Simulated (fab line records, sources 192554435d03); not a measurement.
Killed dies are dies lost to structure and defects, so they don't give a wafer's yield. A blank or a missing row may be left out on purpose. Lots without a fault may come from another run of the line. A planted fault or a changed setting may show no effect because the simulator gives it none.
One fault seen from 2 desks | flow n5_finfet | each desk has only its own numbers; what lay behind them comes last

THE TOOL OWNER'S DESK: pecvd-04
The tool's own readings at N5_BEOL_M1_PECVD_72 (deposits SiO2 from TEOS/O2, target thk 16 nm, time 18 s): means of the sampled wafers that have a number, for each lot that ran on this tool. A lot is out of limits, marked OUT, if its mean lies more than 4 standard deviations from the usual mean; the brackets give that distance.
Columns: A = heater_power_w at N5_BEOL_M1_PECVD_72, usual 734 W; B = showerhead_plenum_p_Torr at N5_BEOL_M1_PECVD_72, usual 8.78 Torr; C = throttle_valve_pct at N5_BEOL_M1_PECVD_72, usual 23.2 %
lot  | first seen here | A   | B    | C
L727 | day 7 00:39     | 768 | 8.80 | 24.0
L735 | day 9 02:16     | 731 | 8.81 | 24.9
L738 | day 9 15:04     | 772 | 8.84 | 25.8
This desk's finding: nothing out of limits on any of the 3 lots.

THE METROLOGY DESK
What the gauges read, lot by lot, whatever tool the lot ran on: means of the sampled wafers that have a number. A lot is out of limits, marked OUT, if its mean lies more than 4 standard deviations from the usual mean; the brackets give that distance. Of its 10 readings 7 are shown: those that lie furthest out on some lot.
Columns: A = DIBL_N at N5_BEOL_M4_RC_MEAS_101, usual 36.1 mV/V; B = DIBL_P at N5_BEOL_M4_RC_MEAS_101, usual 36 mV/V; C = IOFF_P at N5_BEOL_M4_RC_MEAS_101, usual 0.21 nA/um; D = ION_P at N5_BEOL_M4_RC_MEAS_101, usual 462 uA/um; E = SS_N at N5_BEOL_M4_RC_MEAS_101, usual 71.6 mV/dec; F = SS_P at N5_BEOL_M4_RC_MEAS_101, usual 73.2 mV/dec; G = VT_P at N5_BEOL_M4_RC_MEAS_101, usual -250 mV
lot  | first seen here | A    | B  | C    | D   | E    | F    | G
L727 | day 12 16:43    | 34.2 | 33 | 0.17 | 459 | 71.1 | 72.4 | -252
L735 | day 13 09:08    | 35.6 | 34 | 0.19 | 462 | 71.0 | 72.6 | -253
L738 | day 15 09:01    | 36.5 | 37 | 0.21 | 454 | 71.4 | 73.2 | -251
L745 | day 16 04:45    | 36.9 | 34 | 0.18 | 464 | 71.0 | 73.0 | -252
This desk's finding: nothing out of limits on any of the 4 lots.

PUT TOGETHER
The tool owner's desk saw nothing out of limits.
The metrology desk saw nothing out of limits.

WHAT THE SIMULATOR HAD PUT IN
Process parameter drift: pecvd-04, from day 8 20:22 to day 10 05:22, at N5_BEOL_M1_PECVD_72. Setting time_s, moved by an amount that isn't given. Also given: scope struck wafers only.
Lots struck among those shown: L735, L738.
